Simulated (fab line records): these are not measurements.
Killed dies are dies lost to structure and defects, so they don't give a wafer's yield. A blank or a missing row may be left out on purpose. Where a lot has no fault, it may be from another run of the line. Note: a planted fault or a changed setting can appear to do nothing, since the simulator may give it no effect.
Check of tool commonality | flow nand_harc | Lots sampled 12, wafers sampled 36

WHY THIS WAS OPENED
On 1 of the 12 lots, a flag is raised at NHARC_P_GATE_CD_MEAS_91 on the reading cd_nm. Wafers without a fault read 2000.1 nm, standard deviation 1.3.
Rule: a lot is flagged when every wafer of it that has a number lies more than 4 standard deviations from that mean, or none has a number. The rest of the lots are taken to be sound.

lot  | measured     | on        | cd_nm (nm), wafer by wafer | flag
L501 | day 5 11:43  | cd_sem-01 | 2000.4 1997.6 1998.4       |
L500 | day 5 12:02  | cd_sem-01 | 1999.9 2001.9 2001.3       |
L502 | day 6 02:25  | cd_sem-03 | 2001.4 2003.0 2002.2       |
L504 | day 6 05:59  | cd_sem-01 | 1997.8 2000.8 2000.5       |
L506 | day 7 01:49  | cd_sem-02 | 1999.2 1999.2 2000.2       |
L508 | day 7 14:16  | cd_sem-01 | 2001.2 2000.5 2000.0       |
L510 | day 7 20:14  | cd_sem-03 | 2000.4 2001.0 2001.3       |
L509 | day 7 20:48  | cd_sem-01 | 1981.4 1981.7 1979.0       | FLAGGED
L519 | day 9 23:59  | cd_sem-01 | 2000.4 2002.3 2000.2       |
L520 | day 10 08:19 | cd_sem-01 | 2001.7 2001.4 1999.7       |
L522 | day 10 23:26 | cd_sem-03 | 1999.6 2000.3 2000.0       |
L523 | day 11 03:04 | cd_sem-03 | 2000.6 2000.8 2000.1       |
Average over the flagged lots: 1980.7 nm; offset from the usual -19.4 nm, equal to -15 standard deviations.

TOOL THAT RAN EACH LOT
The record holds 3 process steps before the reading, out of a route of 1159 steps. In each cell: the tool, then ch and the chambers that the sampled wafers went through, then the start.
lot  | flag    | NHARC_P_GATE_ALD_36              | NHARC_P_GATE_STRIP_112               | NHARC_P_GATE_EXPOSE_88
L501 |         | ald_sin-03 ch 0,1,3, day 5 00:16 | plasma_asher-02 ch 0,1, day 5 10:40  | krf_scanner-04 ch 0, day 5 11:34
L500 |         | ald_sin-02 ch 0,1, day 4 22:14   | plasma_asher-02 ch 0,1, day 5 10:59  | krf_scanner-03 ch 0, day 5 11:54
L502 |         | ald_sin-03 ch 0,1,2, day 5 12:32 | plasma_asher-02 ch 0,1, day 6 01:22  | krf_scanner-04 ch 0, day 6 02:16
L504 |         | ald_sin-02 ch 1,2,3, day 5 19:24 | plasma_asher-01 ch 0,1, day 6 04:55  | krf_scanner-04 ch 0, day 6 05:50
L506 |         | ald_sin-03 ch 0,1,2, day 6 11:37 | plasma_asher-01 ch 0,1, day 7 00:38  | krf_scanner-03 ch 0, day 7 01:40
L508 |         | ald_sin-04 ch 0,2,3, day 7 00:46 | plasma_asher-01 ch 0,1, day 7 13:08  | krf_scanner-01 ch 0, day 7 14:07
L510 |         | ald_sin-03 ch 1,3, day 7 05:59   | plasma_asher-02 ch 0,1, day 7 19:02  | krf_scanner-04 ch 0, day 7 20:04
L509 | FLAGGED | ald_sin-02 ch 0,1, day 7 06:37   | plasma_asher-01 ch 0, day 7 19:37    | krf_scanner-03 ch 0, day 7 20:39
L519 |         | ald_sin-04 ch 0,1,3, day 9 10:09 | plasma_asher-02 ch 0,1, day 9 22:48  | krf_scanner-01 ch 0, day 9 23:50
L520 |         | ald_sin-03 ch 0,3, day 9 18:13   | plasma_asher-02 ch 0,1, day 10 07:08 | krf_scanner-01 ch 0, day 10 08:10
L522 |         | ald_sin-03 ch 0,2, day 10 09:56  | plasma_asher-02 ch 0, day 10 22:22   | krf_scanner-04 ch 0, day 10 23:17
L523 |         | ald_sin-04 ch 0,2, day 10 14:09  | plasma_asher-02 ch 0,1, day 11 02:01 | krf_scanner-04 ch 0, day 11 02:55
What the steps here do:
- NHARC_P_GATE_ALD_36: deposits SiNx, target thk 20 nm, pulse time 60 s, ald cycles 223.
- NHARC_P_GATE_STRIP_112: strips in N2/H2, time 200 s.
- NHARC_P_GATE_EXPOSE_88: exposes mask P HVN, target cd 2000 nm.
- NHARC_P_GATE_CD_MEAS_91: target cd 2000 nm.

FLAGGED OVER TOTAL, TOOL BY TOOL (the gauges that took the reading come last)
step                    | tool            | lots run | flagged | share of the flagged lots | sound lots run after its first flagged lot
NHARC_P_GATE_ALD_36     | ald_sin-02      | 3        | 1       | all                       | 0
NHARC_P_GATE_ALD_36     | ald_sin-03      | 6        | 0       | none                      | -
NHARC_P_GATE_ALD_36     | ald_sin-04      | 3        | 0       | none                      | -
NHARC_P_GATE_STRIP_112  | plasma_asher-01 | 4        | 1       | all                       | 0
NHARC_P_GATE_STRIP_112  | plasma_asher-02 | 8        | 0       | none                      | -
NHARC_P_GATE_EXPOSE_88  | krf_scanner-01  | 3        | 0       | none                      | -
NHARC_P_GATE_EXPOSE_88  | krf_scanner-03  | 3        | 1       | all                       | 0
NHARC_P_GATE_EXPOSE_88  | krf_scanner-04  | 6        | 0       | none                      | -
NHARC_P_GATE_CD_MEAS_91 | cd_sem-01       | 7        | 1       | all                       | 2 (L519,L520)
NHARC_P_GATE_CD_MEAS_91 | cd_sem-02       | 1        | 0       | none                      | -
NHARC_P_GATE_CD_MEAS_91 | cd_sem-03       | 4        | 0       | none                      | -

WHAT THE TABLE ALLOWS
4 rows of the table ran every flagged lot: ald_sin-02 at NHARC_P_GATE_ALD_36, plasma_asher-01 at NHARC_P_GATE_STRIP_112, krf_scanner-03 at NHARC_P_GATE_EXPOSE_88, cd_sem-01 at NHARC_P_GATE_CD_MEAS_91.
- ald_sin-02 at NHARC_P_GATE_ALD_36 ran 3 lots, 1 of them flagged. It ran its last sound lot, L504, at day 5 19:24 and its first flagged lot, L509, at day 7 06:37: a fault with its onset between the two fits.
- plasma_asher-01 at NHARC_P_GATE_STRIP_112 ran 4 lots, 1 of them flagged. It ran its last sound lot, L508, at day 7 13:08 and its first flagged lot, L509, at day 7 19:37: a fault with its onset between the two fits.
- krf_scanner-03 at NHARC_P_GATE_EXPOSE_88 ran 3 lots, 1 of them flagged. It ran its last sound lot, L506, at day 7 01:40 and its first flagged lot, L509, at day 7 20:39: a fault with its onset between the two fits.
- cd_sem-01 at NHARC_P_GATE_CD_MEAS_91 ran 7 lots, 1 of them flagged. Lots that were sound ran on it after the first flagged one (L519, L520); a persistent fault on the entire tool would not allow that.
These 3 tools cannot be told apart by counting lots, since each of them fits a fault that started at some hour. More lots, or a look at what each step does to the wafer, might.

WHAT HAD BEEN PUT IN BY THE SIMULATOR
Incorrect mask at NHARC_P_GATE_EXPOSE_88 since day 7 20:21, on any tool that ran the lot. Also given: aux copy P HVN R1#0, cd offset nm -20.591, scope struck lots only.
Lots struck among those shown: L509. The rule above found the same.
